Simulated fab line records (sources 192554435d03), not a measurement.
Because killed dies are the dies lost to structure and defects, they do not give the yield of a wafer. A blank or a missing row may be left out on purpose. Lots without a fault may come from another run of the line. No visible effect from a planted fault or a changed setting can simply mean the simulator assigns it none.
Comparing a struck lot with a sound one ; flow n5Finfet ; 15 out of 1938 route steps
Sound: these wafers, L927.4, L927.5, L927.6. Wafers L935.1, L935.2, L935.3 were the ones struck. Last of all comes the cause.
Each step with rows lists, per side, the tool, then ch with its chambers, then its first start. Under that, the readings that differ: sound wafers ; struck wafers ; difference of the means ; sigmas: that difference in standard deviations of wafers without a fault.
alike: readings whose means differ by less than 2 such deviations, and words and numbers that are the same on both sides. not compared: withheld readings, readings that some wafer has no value for, bounds like >300 that may hide the same value, and numbers for which the record gives no deviation and whose values overlap.
A row with sigmas, a row that says differs or no value, or rows on one side alone: a step with any of these is where the two part. Numbers that don't overlap but have no deviation are shown without sigmas and don't part them. Lack of a reading on every wafer of one side parts them only where that side has two or more wafers.

first, 7 steps without rows for these wafers: N5_BEOL_M12_COAT_22 (resist thk 300 nm); N5_BEOL_M12_EBR_24; N5_BEOL_M12_SOFTBAKE_23 (time 60 s); N5_BEOL_M12_EXPOSE_25 (exposes mask M12); N5_BEOL_M12_PEB_26 (peb time 90 s); N5_BEOL_M12_DEVELOP_27 (develop time 45 s); N5_BEOL_M12_HARDBAKE_32 (time 120 s).
N5_BEOL_M12_CD_MEAS_28 targets a cd of 160.2 nm.
  sound on cdSem-03 ch 0, day 14 14:14; struck on cdSem-03 ch 0, day 15 21:38
  alike: cdNm
N5_BEOL_M12_OVL_MEAS_29:
  sound on overlay-01 ch 0, day 14 14:16; struck on overlay-02 ch 0, day 15 21:40
  alike: M12_OVL
N5_BEOL_M12_INSPECT_30: inspects for defects (macro).
  sound on defectInspect-02 at day 14 14:17; struck on defectInspect-01 at day 15 21:41
  alike: rawDefectCount
N5_BEOL_M12_DESCUM_33: chemistry O2, time 7.9 s.
  sound on rieDiel-02 ch 0,2,3, day 14 14:19; struck on rieDiel-04 ch 0,2,3, day 15 21:44
  alike: drypumpMotorCurrentA, oesProductAu, rfVppV, showerheadPlenumPTorr, throttleValvePct
  not compared: rfHoursCounterH
N5_BEOL_M12_ETCH_67: etches SiARC in CF4, target depth 143 nm, time 238.3 s.
  sound on rieDiel-02 ch 0,2,3, day 14 14:21; struck on rieDiel-04 ch 0,2,3, day 15 21:46
  alike: biasW, drypumpMotorCurrentA, etchRfOnTimeS, mfcArSccm, oesProductAu, rfVppV, showerheadPlenumPTorr, throttleValvePct
  not compared: rfHoursCounterH
N5_BEOL_M12_ETCH_68: etches SOC in N2/H2, time 285 s.
  sound on rieDiel-02 ch 0,2,3, day 14 14:29; struck on rieDiel-04 ch 0,2,3, day 15 21:55
reading;sound;struck;difference;sigmas
biasW (W);350.2 349.4 351.0;334.6 335.4 334.3;-15.4;-16
rfVppV (V);525.8 521.3 522.2;512.0 510.1 513.6;-11.2;-5
  alike: drypumpMotorCurrentA, oesProductAu, showerheadPlenumPTorr, throttleValvePct
  not compared: rfHoursCounterH
then, 1 step without rows for these wafers: N5_BEOL_M12_STRIP_69 (strips in N2/H2).
N5_PASSIVATION_PROBE_49:
  sound on prober-01 at day 16 03:22; struck on prober-02 at day 17 14:37
reading;sound;struck;difference;sigmas
defectLimitedYield (%);89.5 91.6 88.7;93.0;+3.1;+2
killedDies;124 99 133;83;-36;-2
  alike: killed_at_M0_to_M3, killed_at_M4_up, killedAtContacts, killedAtFrontEnd, killedAtOther, killedOpen, killedShort, sort_bin_4_leakage, sort_bin_5_function, sort_bin_6_memory, sort_bin_8_speed, sortNPass, sortYieldPct

WHERE THEY PART
Last at N5_PASSIVATION_PROBE_49 as far as this record goes, first at N5_BEOL_M12_ETCH_68.

WHY: what the simulator had put in
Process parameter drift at N5_BEOL_M12_ETCH_68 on rieDiel-04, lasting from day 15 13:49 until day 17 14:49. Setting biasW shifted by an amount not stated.
